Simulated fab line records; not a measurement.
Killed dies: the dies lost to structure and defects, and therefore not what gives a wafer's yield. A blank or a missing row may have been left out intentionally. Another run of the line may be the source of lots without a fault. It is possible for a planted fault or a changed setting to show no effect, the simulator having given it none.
fab line records / flow n5Finfet
record lots=4 wafers=12 lastDay=16
route steps=1938 shown WELL_APT@20 PMOS_HMC_CHANNEL_EPI@57 BEOL_M4@1111
lots that met no fault: taken from a fault-free run of the same line
startH: hours from the record's opening day to when the first of the lot's shown wafers began / waitH: hours since the lot's step before / " unchanged from the row above / L1.1+2: a row that stands for several wafers / - no value present, or no start provided / * or withheld: withheld / < > ~ a bound
route shown NAME@n: names a module that has steps shown in the file, with the first one's number in the route / usual: mean/standard deviation of fault-free wafers / same: alike in all rows / chamber/n: place in a boat / sites: the reading at each site / _std_site: standard deviation across them / _edge_site: outer sites' mean less inner sites' / radiusMm: how far each site lies from the wafer's centre / mask NAME#n: copy n / behind: tool/chamber where the wafer was last shaped / hold: what put the lot on hold/how long, in hours/how the hold closed / device: transistor that didn't switch, given as n, p or np / end of line: tests run on the same wafers once the route is complete / a step with no rows: only its recipe / killed: dies that structure and defects cost at the first sort, which is not the same as the wafer's yield / map: dies across one wafer; x = killed, . = not, _ = none there
set.NAME: the run value of the setting; set.NAME@STEP: its run value at that earlier step / model.NAME: the simulator's own value behind a step, which no gauge read
lots at some steps of the route; a table a step, a row a wafer
services: the hour from which a tool's chamber was out of use, counted from the record's first day as startH (under 0 if before that day), plus the number of hours and why
## steps
# step N5_WELL_APT_HMDS_01
# recipe timeS=60 tempC=120
# step N5_WELL_APT_COAT_02
# recipe spinRpm=1357 resistThkNm=950
# step N5_WELL_APT_EBR_04
# recipe solvent=PGMEA ebrWidthMm=1.5
# step N5_WELL_APT_SOFTBAKE_03
# recipe tempC=130 timeS=60
# step N5_WELL_APT_EXPOSE_05
# recipe maskId=NWELL na=0.8 sourceShape=conventional sigmaOuter=0.8 polarization=unpolarized defocusNm=0 targetCdNm=200 doseMj=20.3
# step N5_WELL_APT_PEB_06
# recipe pebTempC=130 pebTimeS=90
# step N5_WELL_APT_DEVELOP_07
# recipe developTimeS=45 rinseLiquid=surfactantRinse dry=airSpin devTempC=21
# step N5_WELL_APT_HARDBAKE_12
# recipe tempC=130 timeS=120
# step N5_WELL_APT_DESCUM_13
# recipe chemistry=O2 timeS=7.9 sourcePowerW=50 biasPowerW=20 pressureMtorr=20 rfFrequencyHz=2.712e+07 tempC=40 o2FlowSccm=225
# step N5_WELL_APT_IMPLANT_14
# recipe species=P energyKev=160 doseCm2=1.5e+13 tiltDeg=0 rotationDeg=0
# usual doseIonsCm2=1.4997e+13/1.6e+10 endStationPressureTorr=5.12e-06/2.6e-07 faradayCurrentUA=191/4
lot.wafer=L909.2 tool=implanter-02 chamber=0 startH=37.80 waitH=0.1 doseIonsCm2=1.4976e+13 endStationPressureTorr=5.08e-06 faradayCurrentUA=192
lot.wafer=L909.4 tool=implanter-02 chamber=0 startH=37.80 waitH=0.1 doseIonsCm2=1.5013e+13 endStationPressureTorr=5.09e-06 faradayCurrentUA=183
lot.wafer=L909.5 tool=implanter-02 chamber=0 startH=37.80 waitH=0.1 doseIonsCm2=1.5006e+13 endStationPressureTorr=4.85e-06 faradayCurrentUA=197
lot.wafer=L914.1 tool=implanter-02 chamber=0 startH=67.76 waitH=0.1 doseIonsCm2=8.496e+12 endStationPressureTorr=4.99e-06 faradayCurrentUA=104
lot.wafer=L914.3 tool=implanter-02 chamber=0 startH=67.76 waitH=0.1 doseIonsCm2=8.503e+12 endStationPressureTorr=5.3e-06 faradayCurrentUA=108
lot.wafer=L914.5 tool=implanter-02 chamber=0 startH=67.76 waitH=0.1 doseIonsCm2=8.485e+12 endStationPressureTorr=4.83e-06 faradayCurrentUA=107
lot.wafer=L916.1 tool=implanter-02 chamber=0 startH=80.28 waitH=0.1 doseIonsCm2=8.48e+12 endStationPressureTorr=5.11e-06 faradayCurrentUA=109
lot.wafer=L916.4 tool=implanter-02 chamber=0 startH=80.28 waitH=0.1 doseIonsCm2=8.476e+12 endStationPressureTorr=4.86e-06 faradayCurrentUA=107
lot.wafer=L916.5 tool=implanter-02 chamber=0 startH=80.28 waitH=0.1 doseIonsCm2=8.467e+12 endStationPressureTorr=5.05e-06 faradayCurrentUA=111
lot.wafer=L921.1 tool=implanter-01 chamber=0 startH=110.13 waitH=0.1 doseIonsCm2=1.5012e+13 endStationPressureTorr=5.44e-06 faradayCurrentUA=185
lot.wafer=L921.5 tool=implanter-01 chamber=0 startH=110.13 waitH=0.1 doseIonsCm2=1.5011e+13 endStationPressureTorr=4.85e-06 faradayCurrentUA=191
lot.wafer=L921.6 tool=implanter-01 chamber=0 startH=110.13 waitH=0.1 doseIonsCm2=1.4991e+13 endStationPressureTorr=4.69e-06 faradayCurrentUA=188
# step N5_WELL_APT_IMPLANT_15
# recipe species=As energyKev=25 doseCm2=1.5e+13 tiltDeg=0 rotationDeg=0
# step N5_WELL_APT_STRIP_16
# recipe chemistry=SPM timeS=900 tempC=130 h2so4H2o2VolRatio=4 dry=ipaMarangoni
# step N5_WELL_APT_HMDS_18
# recipe timeS=60 tempC=120
# step N5_WELL_APT_COAT_19
# recipe spinRpm=1357 resistThkNm=950
# step N5_WELL_APT_EBR_21
# recipe solvent=PGMEA ebrWidthMm=1.5
# step N5_WELL_APT_SOFTBAKE_20
# recipe tempC=130 timeS=60
# step N5_WELL_APT_EXPOSE_22
# recipe maskId=PWELL na=0.8 sourceShape=conventional sigmaOuter=0.8 polarization=unpolarized defocusNm=0 targetCdNm=200 doseMj=23.2
# step N5_WELL_APT_PEB_23
# recipe pebTempC=130 pebTimeS=90
# step N5_WELL_APT_DEVELOP_24
# recipe developTimeS=45 rinseLiquid=surfactantRinse dry=airSpin devTempC=21
# step N5_WELL_APT_HARDBAKE_29
# recipe tempC=130 timeS=120
# step N5_WELL_APT_DESCUM_30
# recipe chemistry=O2 timeS=7.9 sourcePowerW=50 biasPowerW=20 pressureMtorr=20 rfFrequencyHz=2.712e+07 tempC=40 o2FlowSccm=225
# step N5_WELL_APT_IMPLANT_31
# recipe species=B energyKev=60 doseCm2=1.5e+13 tiltDeg=0 rotationDeg=0
# step N5_WELL_APT_IMPLANT_32
# recipe species=BF2 energyKev=50 doseCm2=2e+13 tiltDeg=0 rotationDeg=0
# step N5_WELL_APT_STRIP_33
# recipe chemistry=SPM timeS=900 tempC=130 h2so4H2o2VolRatio=4 dry=ipaMarangoni
# step N5_WELL_APT_RTA_34
# recipe tempC=1000 timeS=10 ambient=N2 idleTempC=600 rampUpCPerS=150 rampDownCPerS=60 coolToC=600
# step N5_WELL_APT_OXIDE_STRIP_42
# recipe chemistry=dHF dilution=25:1 timeS=45 tempC=25 target=SiO2 targetDepthA=120
# step N5_WELL_APT_PRECLEAN_36
# recipe chemistry=O3/DIW timeS=45 tempC=22 o3Ppm=10
# step N5_WELL_APT_PRECLEAN_39
# recipe chemistry=dHF timeS=60 dilution=150:1 tempC=25
# step N5_WELL_APT_SRD_37
# recipe dry=ipaMarangoni doPpb=5 timeS=30 tempC=23 rinseLiquid=diw
# step N5_WELL_APT_EPI_41
# recipe material=Si targetThkA=500 tempC=650 precursor=SiH4/H2 pressureTorr=20 timeS=297.7
# step N5_PMOS_HMC_CHANNEL_EPI_HM_DEP_34
# recipe material=SiO2 targetThkA=360 tempC=400 precursor=TEOS/O2 pressureTorr=6.5 rfW=900 teosFlowSccm=161.4 gas=O2 flowSccm=2650 timeS=6.9
# step N5_PMOS_HMC_CHANNEL_EPI_COAT_31
# recipe resist=BARC tempC=205 timeS=60 spinRpm=1500 resistThkNm=66
# step N5_PMOS_HMC_CHANNEL_EPI_COAT_03
# recipe resist=CAR-ArF-block spinRpm=1500 resistThkNm=205
# step N5_PMOS_HMC_CHANNEL_EPI_EBR_05
# recipe solvent=PGMEA ebrWidthMm=1.5
# step N5_PMOS_HMC_CHANNEL_EPI_SOFTBAKE_04
# recipe tempC=110 timeS=60 resist=CAR-ArF-block
# step N5_BEOL_M4_RC_MEAS_101
# usual DIBL_N=35.8/1.5 DIBL_P=35.8/1.7 IOFF_N=0.151/0.022 IOFF_P=0.204/0.027 ION_N=673/8.6 ION_P=462/5.4 RS_NWELL=1036/6.2 SS_N=71.4/0.54 SS_P=73.3/0.56 VT_N=250.5/2.6 VT_P=-251/3.1
lot.wafer=L909.2 tool=prober-01 chamber=0 startH=201.86 waitH=0.2 DIBL_N[mV/V]=35.9 DIBL_P[mV/V]=36.5 IOFF_N[nA/um]=0.145 IOFF_P[nA/um]=0.212 ION_N[uA/um]=678 ION_P[uA/um]=465 RS_NWELL[ohm/sq]=1042 SS_N[mV/dec]=71.6 SS_P[mV/dec]=73.3 VT_N[mV]=250.1 VT_P[mV]=-250
lot.wafer=L909.4 tool=prober-01 chamber=0 startH=201.86 waitH=0.2 DIBL_N[mV/V]=35.7 DIBL_P[mV/V]=36.4 IOFF_N[nA/um]=0.142 IOFF_P[nA/um]=0.200 ION_N[uA/um]=670 ION_P[uA/um]=462 RS_NWELL[ohm/sq]=1033 SS_N[mV/dec]=71.3 SS_P[mV/dec]=73.0 VT_N[mV]=250.5 VT_P[mV]=-252
lot.wafer=L909.5 tool=prober-01 chamber=0 startH=201.86 waitH=0.2 DIBL_N[mV/V]=36.2 DIBL_P[mV/V]=37.0 IOFF_N[nA/um]=0.155 IOFF_P[nA/um]=0.212 ION_N[uA/um]=678 ION_P[uA/um]=462 RS_NWELL[ohm/sq]=1037 SS_N[mV/dec]=70.2 SS_P[mV/dec]=73.5 VT_N[mV]=249.6 VT_P[mV]=-247
lot.wafer=L914.1 tool=prober-01 chamber=0 startH=231.26 waitH=0.0 DIBL_N[mV/V]=37.1 DIBL_P[mV/V]=36.7 IOFF_N[nA/um]=0.170 IOFF_P[nA/um]=0.212 ION_N[uA/um]=671 ION_P[uA/um]=461 RS_NWELL[ohm/sq]=1421 SS_N[mV/dec]=72.6 SS_P[mV/dec]=73.7 VT_N[mV]=247.6 VT_P[mV]=-247
lot.wafer=L914.3 tool=prober-01 chamber=0 startH=231.26 waitH=0.0 DIBL_N[mV/V]=35.7 DIBL_P[mV/V]=35.6 IOFF_N[nA/um]=0.156 IOFF_P[nA/um]=0.200 ION_N[uA/um]=681 ION_P[uA/um]=463 RS_NWELL[ohm/sq]=1423 SS_N[mV/dec]=71.3 SS_P[mV/dec]=72.9 VT_N[mV]=251.3 VT_P[mV]=-252
lot.wafer=L914.5 tool=prober-01 chamber=0 startH=231.26 waitH=0.0 DIBL_N[mV/V]=36.0 DIBL_P[mV/V]=36.6 IOFF_N[nA/um]=0.160 IOFF_P[nA/um]=0.208 ION_N[uA/um]=673 ION_P[uA/um]=461 RS_NWELL[ohm/sq]=1432 SS_N[mV/dec]=72.2 SS_P[mV/dec]=73.4 VT_N[mV]=249.2 VT_P[mV]=-249
lot.wafer=L916.1 tool=prober-02 chamber=0 startH=240.96 waitH=0.0 DIBL_N[mV/V]=35.0 DIBL_P[mV/V]=36.2 IOFF_N[nA/um]=0.126 IOFF_P[nA/um]=0.157 ION_N[uA/um]=659 ION_P[uA/um]=454 RS_NWELL[ohm/sq]=1434 SS_N[mV/dec]=71.2 SS_P[mV/dec]=73.0 VT_N[mV]=254.7 VT_P[mV]=-257
lot.wafer=L916.4 tool=prober-02 chamber=0 startH=240.96 waitH=0.0 DIBL_N[mV/V]=35.5 DIBL_P[mV/V]=37.5 IOFF_N[nA/um]=0.151 IOFF_P[nA/um]=0.175 ION_N[uA/um]=674 ION_P[uA/um]=458 RS_NWELL[ohm/sq]=1428 SS_N[mV/dec]=72.1 SS_P[mV/dec]=73.8 VT_N[mV]=252.4 VT_P[mV]=-256
lot.wafer=L916.5 tool=prober-02 chamber=0 startH=240.96 waitH=0.0 DIBL_N[mV/V]=33.6 DIBL_P[mV/V]=34.3 IOFF_N[nA/um]=0.116 IOFF_P[nA/um]=0.140 ION_N[uA/um]=661 ION_P[uA/um]=456 RS_NWELL[ohm/sq]=1419 SS_N[mV/dec]=71.2 SS_P[mV/dec]=72.9 VT_N[mV]=257.5 VT_P[mV]=-261
lot.wafer=L921.1 tool=prober-02 chamber=0 startH=268.75 waitH=0.0 DIBL_N[mV/V]=35.1 DIBL_P[mV/V]=35.6 IOFF_N[nA/um]=0.154 IOFF_P[nA/um]=0.196 ION_N[uA/um]=674 ION_P[uA/um]=458 RS_NWELL[ohm/sq]=1034 SS_N[mV/dec]=71.0 SS_P[mV/dec]=73.3 VT_N[mV]=250.6 VT_P[mV]=-251
lot.wafer=L921.5 tool=prober-02 chamber=0 startH=268.75 waitH=0.0 DIBL_N[mV/V]=34.8 DIBL_P[mV/V]=34.9 IOFF_N[nA/um]=0.151 IOFF_P[nA/um]=0.184 ION_N[uA/um]=665 ION_P[uA/um]=459 RS_NWELL[ohm/sq]=1041 SS_N[mV/dec]=70.8 SS_P[mV/dec]=73.3 VT_N[mV]=252.8 VT_P[mV]=-254
lot.wafer=L921.6 tool=prober-02 chamber=0 startH=268.75 waitH=0.0 DIBL_N[mV/V]=36.1 DIBL_P[mV/V]=36.2 IOFF_N[nA/um]=0.182 IOFF_P[nA/um]=0.191 ION_N[uA/um]=682 ION_P[uA/um]=458 RS_NWELL[ohm/sq]=1039 SS_N[mV/dec]=71.7 SS_P[mV/dec]=73.2 VT_N[mV]=245.0 VT_P[mV]=-252
## services
tool=implanter-02 chamber=- startH=32.88 hours=3.1 kind=pm
tool=implanter-02 chamber=- startH=60.16 hours=6.5 kind=repair
tool=implanter-01 chamber=- startH=81.48 hours=3.5 kind=repair
tool=implanter-02 chamber=- startH=85.28 hours=3.8 kind=pm
## key
firstSign step=N5_WELL_APT_IMPLANT_14 reading=doseIonsCm2 direction=down sigmas=99+ usual=1.4997e+13 struck=8.485e+12
effect step=N5_WELL_APT_IMPLANT_14 reading=faradayCurrentUA direction=down sigmas=21 usual=191 struck=108
effect step=N5_BEOL_M4_RC_MEAS_101 reading=RS_NWELL direction=up sigmas=63 usual=1036 struck=1426
metAt N5_WELL_APT_IMPLANT_14
struckWafers L914.1,L914.3,L914.5,L916.1,L916.4,L916.5
onsetBetween 37.80 67.76
fault kind=processParameterDrift tool=implanter-02 chamber=- onsetH=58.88 steps=N5_WELL_APT_IMPLANT_14 channel=doseCm2 offset=-6.5248e+12 shape=step endH=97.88 actsIn=theseRecipesOnly stated=1.5e+13
